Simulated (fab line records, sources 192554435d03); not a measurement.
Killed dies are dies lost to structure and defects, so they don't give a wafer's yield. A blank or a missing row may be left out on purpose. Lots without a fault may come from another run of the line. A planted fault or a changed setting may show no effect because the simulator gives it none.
Chamber matching | flow n5_finfet | N5_BEOL_M8_ILD_DEP_00 on pecvd-03: 3 sister chambers
The step deposits SiCOH lowk from DEMS/porogen, target thk 179.75 nm, time 33.4 s. 6 wafers are shown with their chamber, then 9 later ones without.

WAFERS WITH THEIR CHAMBER
wafer  | chamber | showerhead_plenum_p_Torr (Torr) | throttle_valve_pct (%)
L085.4 | 0       | 5.714                           | 14.3
L089.5 | 0       | 5.725                           | 14.1
L087.3 | 2       | 5.718                           | 14.1
L094.1 | 2       | 5.722                           | 13.9
L094.3 | 1       | 5.774                           | 15.0
L094.4 | 1       | 5.759                           | 14.6

WAFERS WITHOUT THEIR CHAMBER
wafer  | showerhead_plenum_p_Torr (Torr) | throttle_valve_pct (%)
L093.1 | 5.766                           | 14.7
L093.3 | 5.724                           | 14.3
L093.5 | 5.720                           | 14.4
L095.3 | 5.753                           | 14.7
L095.4 | 5.729                           | 14.1
L095.6 | 5.739                           | 14.3
L097.3 | 5.760                           | 14.5
L097.5 | 5.746                           | 14.5
L097.6 | 5.724                           | 14.1

WHICH CHAMBER EACH WENT THROUGH
wafer  | from the rows above          | in truth
L093.1 | 1                            | 1
L093.3 | can't be placed: 0 or 2      | 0
L093.5 | can't be placed: 0 or 2      | 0
L095.3 | 1                            | 1
L095.4 | can't be placed: 2 or 0      | 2
L095.6 | can't be placed: 0 or 2 or 1 | 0
L097.3 | 1                            | 1
L097.5 | can't be placed: 1 or 0 or 2 | 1
L097.6 | can't be placed: 2 or 0      | 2
Placed correctly: 3 of 9. Can't be placed from these rows: 6 (the true chamber is among the candidates in 6). Placed wrongly: 0.
How it was worked out, from the rows above alone: a wafer's distance from a chamber is the root of the sum, over the readings, of the square of ((its reading less the chamber's mean) divided by the reading's scatter). The wafer belongs to the nearest chamber; if the next one is less than 2 further off, it can't be placed. A chamber's mean is the mean of its shown wafers. The scatter: the root of (the sum of the squares of (reading less its chamber's mean) over the shown wafers, divided by (wafers less chambers)).
